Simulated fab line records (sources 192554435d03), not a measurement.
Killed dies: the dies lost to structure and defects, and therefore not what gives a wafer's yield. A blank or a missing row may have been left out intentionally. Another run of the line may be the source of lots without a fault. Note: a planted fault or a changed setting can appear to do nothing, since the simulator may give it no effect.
A single fault, viewed from 2 desks | flow n5 finfet | every desk sees just its own numbers, and what lay behind them comes last

## TOOL OWNER'S DESK, cvd co-02
The tool's own readings at N5_BEOL_M1_CO_CAP_55 (material Co, precursor CCTBA/H2, target thk 2 nm, time 102.1 s): means of the sampled wafers that have a number, for each lot that ran on this tool. Any lot whose mean is over 4 standard deviations away from the usual mean is out of limits and marked OUT; that distance is given in the brackets.
Columns: A = heater power w at N5_BEOL_M1_CO_CAP_55, usual 239 W; B = run length s at N5_BEOL_M1_CO_CAP_55, usual 125.3 s
lot  | first seen here | A   | B
L204 | day 7 01:58     | 251 | 125.1
L210 | day 8 11:11     | 248 | 125.1
L211 | day 8 20:28     | 251 | 125.0
L216 | day 9 21:04     | 248 | 93.9 (-52) OUT
L222 | day 11 05:47    | 254 | 64.3 (-99 or more) OUT
Finding of this desk: L216, L222 out of limits; the first was L216 at day 9 21:04, on run length s at N5_BEOL_M1_CO_CAP_55. L204, L210, L211 stayed within limits.

## THE METROLOGY DESK
Means of the sampled wafers that have a number, per lot and without regard to the tool the lot ran on: this is what the gauges read. Any lot whose mean is over 4 standard deviations away from the usual mean is out of limits and marked OUT; that distance is given in the brackets. It has 11 readings; the 7 that lie furthest out on some lot are the ones shown.
Columns: A = DIBL_N at N5_BEOL_M4_RC_MEAS_101, usual 36.6 mV/V; B = IOFF_N at N5_BEOL_M4_RC_MEAS_101, usual 0.16 nA/um; C = IOFF_P at N5_BEOL_M4_RC_MEAS_101, usual 0.21 nA/um; D = ION_N at N5_BEOL_M4_RC_MEAS_101, usual 671 uA/um; E = SS_N at N5_BEOL_M4_RC_MEAS_101, usual 71.8 mV/dec; F = VT_N at N5_BEOL_M4_RC_MEAS_101, usual 250 mV; G = VT_P at N5_BEOL_M4_RC_MEAS_101, usual -250 mV
lot  | first seen here | A    | B    | C    | D   | E    | F   | G
L204 | day 7 01:53     | 37.5 | 0.22 | 0.25 | 681 | 72.3 | 246 | -248
L210 | day 8 11:07     | 33.9 | 0.14 | 0.19 | 667 | 70.5 | 251 | -253
L211 | day 8 20:23     | 35.7 | 0.16 | 0.22 | 677 | 71.8 | 249 | -249
L216 | day 9 21:00     | 35.6 | 0.15 | 0.19 | 656 | 72.1 | 251 | -256
L220 | day 10 22:46    | 34.8 | 0.14 | 0.19 | 668 | 71.5 | 251 | -252
L222 | day 11 05:43    | 38.2 | 0.21 | 0.23 | 683 | 72.8 | 248 | -252
This desk found nothing out of limits on any of the 6 lots.

## BROUGHT TOGETHER
The tool owner's desk could have raised an alarm at day 9 21:04, on L216, L222.
At the metrology desk, nothing out of limits was observed.
The metrology desk holds a record of L216, L222, inside its limits.
Every lot named ran N5_BEOL_M1_CO_CAP_55 on cvd co-02.

## WHAT THE SIMULATOR PUT IN
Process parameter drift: cvd co-02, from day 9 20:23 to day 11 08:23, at N5_BEOL_M1_CO_CAP_55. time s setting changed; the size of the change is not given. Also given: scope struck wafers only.
Shown lots that were struck: L216, L222.
Delay in hours, fault start to first out-of-limits reading, by desk: the tool owner's desk at 1.
